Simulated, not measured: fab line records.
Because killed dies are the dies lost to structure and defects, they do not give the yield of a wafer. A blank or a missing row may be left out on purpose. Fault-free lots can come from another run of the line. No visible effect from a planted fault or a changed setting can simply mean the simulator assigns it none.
Chamber matching    flow n5Finfet    N5_BEOL_M14_ETCH_68 on rieDiel-04 has 4 sister chambers
The step etches SOC in N2/H2, time 450 s. 22 wafers are shown with their chamber, then 11 later ones without.

WAFERS WITH THEIR CHAMBER
wafer   chamber  drypumpMotorCurrentA (A)  throttleValvePct (%)  showerheadPlenumPTorr (Torr)
L074.1  1        6.2                       17.51                 2.49
L074.3  3        5.5                       17.72                 2.59
L074.5  0        6.2                       17.53                 2.60
L077.2  0        6.2                       17.55                 2.60
L077.5  3        5.5                       17.75                 2.59
L077.6  2        5.5                       18.16                 2.51
L079.1  1        6.2                       17.55                 2.49
L079.3  0        6.2                       17.53                 2.60
L079.5  3        5.5                       17.77                 2.59
L078.1  0        6.2                       17.53                 2.59
L078.4  0        6.2                       17.56                 2.59
L078.6  1        6.2                       17.53                 2.48
L080.1  2        5.5                       18.16                 2.51
L080.3  1        6.3                       17.56                 2.48
L080.5  3        5.5                       17.76                 2.59
L082.2  0        6.2                       17.57                 2.59
L082.3  1        6.2                       17.57                 2.48
L082.5  2        5.6                       18.17                 2.51
L088.1  3        5.5                       17.82                 2.58
L088.2  0        6.2                       17.57                 2.58
L088.4  1        6.2                       17.58                 2.47
L094.1  0        6.2                       17.62                 2.58

SIGNATURES (means of the wafers above)
reading                chamber 0  chamber 1  chamber 2  chamber 3  scatter within a chamber
drypumpMotorCurrentA   6.200      6.217      5.533      5.500      0.0289
throttleValvePct       17.5575    17.5500    18.1633    17.7640    0.0292
showerheadPlenumPTorr  2.5913     2.4817     2.5100     2.5880     0.00688
Rule: a wafer lies at a distance from a chamber equal to the root of the sum of squares, over the readings, of (its reading less the chamber's mean, divided by the reading's scatter). The wafer belongs to the nearest chamber; if the next one is less than 2 further off, it can't be placed. The scatter is the square root of a quotient: the sum, over the shown wafers, of each reading's squared deviation from its chamber's mean, divided by wafers minus chambers.

WAFERS WHOSE CHAMBER IS MISSING
wafer   drypumpMotorCurrentA (A)  throttleValvePct (%)  showerheadPlenumPTorr (Torr)
L094.2  5.5                       17.83                 2.57
L094.3  6.2                       17.61                 2.47
L097.1  5.5                       17.84                 2.57
L097.2  6.2                       17.62                 2.46
L097.5  6.2                       17.63                 2.57
L095.4  5.5                       17.86                 2.57
L095.5  6.2                       17.61                 2.57
L095.6  6.2                       17.61                 2.46
L096.2  5.5                       17.85                 2.56
L096.3  6.3                       17.63                 2.46
L096.6  5.5                       17.85                 2.56

THE CHAMBER EACH PASSED THROUGH
wafer   from the rows above  in truth
L094.2  3                    3
L094.3  1                    1
L097.1  3                    3
L097.2  1                    1
L097.5  0                    0
L095.4  3                    3
L095.5  0                    0
L095.6  1                    1
L096.2  3                    3
L096.3  1                    1
L096.6  3                    3
11 of 11 placed correctly. From these rows, 0 cannot be placed. Number placed wrongly: 0.
